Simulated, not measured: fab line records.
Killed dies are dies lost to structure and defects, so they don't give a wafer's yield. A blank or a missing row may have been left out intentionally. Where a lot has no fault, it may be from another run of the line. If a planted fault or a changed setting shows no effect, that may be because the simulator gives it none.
2 desks looking at one fault ; flow n5_finfet ; numbers are kept per desk, each desk with only its own; the story behind them comes last

METROLOGY DESK
Lot by lot, what the gauges showed, no matter which tool ran the lot: averages of those sampled wafers that carry a number. The brackets show how far a lot's mean lies from the usual mean; more than 4 standard deviations puts the lot out of limits, marked OUT. 7 of its 10 readings are shown, namely those furthest out on some lot.
Columns: A = IOFF_N at N5_BEOL_M4_RC_MEAS_101, usual 0.16 nA/um; B = IOFF_P at N5_BEOL_M4_RC_MEAS_101, usual 0.22 nA/um; C = ION_N at N5_BEOL_M4_RC_MEAS_101, usual 672 uA/um; D = ION_P at N5_BEOL_M4_RC_MEAS_101, usual 463 uA/um; E = SS_P at N5_BEOL_M4_RC_MEAS_101, usual 73.2 mV/dec; F = VT_N at N5_BEOL_M4_RC_MEAS_101, usual 250 mV; G = VT_P at N5_BEOL_M4_RC_MEAS_101, usual -250 mV
lot;first seen here;A;B;C;D;E;F;G
L369;day 8 07:29;0.14;0.22;670;470;72.9;250;-248
L371;day 8 13:38;0.17;0.23;681;470;73.5;247;-249
L375;day 9 21:27;0.14;0.18;659;450;72.9;254;-255
L380;day 11 06:59;0.15;0.22;675;468;72.6;250;-245
L383;day 12 06:14;0.20;0.24;683;466;74.1;245;-248
L384;day 12 12:28;0.14;0.19;656;457;72.8;251;-251
L389;day 13 06:59;0.15;0.20;665;458;73.1;252;-249
L387;day 14 05:20;0.15;0.18;673;454;73.2;250;-252
L391;day 15 03:51;0.16;0.22;678;468;73.1;249;-248
This desk found nothing out of limits on any of the 9 lots.

THE TOOL OWNER'S DESK: rie_diel-06
The tool's own readings at N5_MOL_CONTACT_COAG_STRIP_72 (strips in N2/H2): means of the sampled wafers that have a number, for each lot that ran on this tool. The brackets show how far a lot's mean lies from the usual mean; more than 4 standard deviations puts the lot out of limits, marked OUT. Readings shown: 7 out of 8 (the first out of limits, and those lying furthest out on some lot).
Columns: A = drypump_motor_current_A at N5_MOL_CONTACT_COAG_STRIP_72, usual 5.6 A; B = oes_product_au at N5_MOL_CONTACT_COAG_STRIP_72, usual 0.80 a.u.; C = power_w at N5_MOL_CONTACT_COAG_STRIP_72, usual 449.8 W; D = rf_vpp_V at N5_MOL_CONTACT_COAG_STRIP_72, usual 59.1 V; E = showerhead_plenum_p_Torr at N5_MOL_CONTACT_COAG_STRIP_72, usual 2.52 Torr; F = temp_c at N5_MOL_CONTACT_COAG_STRIP_72, usual 39.99 C; G = throttle_valve_pct at N5_MOL_CONTACT_COAG_STRIP_72, usual 23.63 %
lot;first seen here;A;B;C;D;E;F;G
L369;day 5 14:29;5.3;0.82;450.4;57.5;2.52;40.04;23.72
L371;day 5 23:10;5.3;0.80;424.0 (-18) OUT;56.6;2.52;39.92;23.72
L375;day 7 01:38;5.2;0.87;423.2 (-19) OUT;59.6;2.54;40.02;23.45
L384;day 9 14:26;5.2;0.89;449.4;57.8;2.58;39.97;23.50
L387;day 10 03:49;5.4;0.92;451.1;59.6;2.64;39.88;23.56
L389;day 10 13:35;5.4;0.88;450.0;62.2;2.59;39.93;23.59
L391;day 11 05:24;5.3;0.81;450.9;58.8;2.56;39.94;23.62
Finding of this desk: L371, L375 out of limits; the first was L371 at day 5 23:10, on power_w at N5_MOL_CONTACT_COAG_STRIP_72. Within limits: L369, L384, L387, L389, L391.

ALL TOGETHER
An alarm could have come from the tool owner's desk at day 5 23:10, on L371, L375.
From the metrology desk's view, nothing was out of limits.
The metrology desk holds a record of L371, L375, inside its limits.
Of the lots named, all ran N5_MOL_CONTACT_COAG_STRIP_72 on rie_diel-06.

WHAT THE SIMULATOR HAD PUT IN
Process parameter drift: rie_diel-06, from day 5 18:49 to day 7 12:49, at N5_MOL_CONTACT_COAG_STRIP_72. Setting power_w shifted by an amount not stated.
Struck lots among those shown: L371, L375.
Hours from the fault's start to each desk's first reading out of limits: the tool owner's desk, 4.
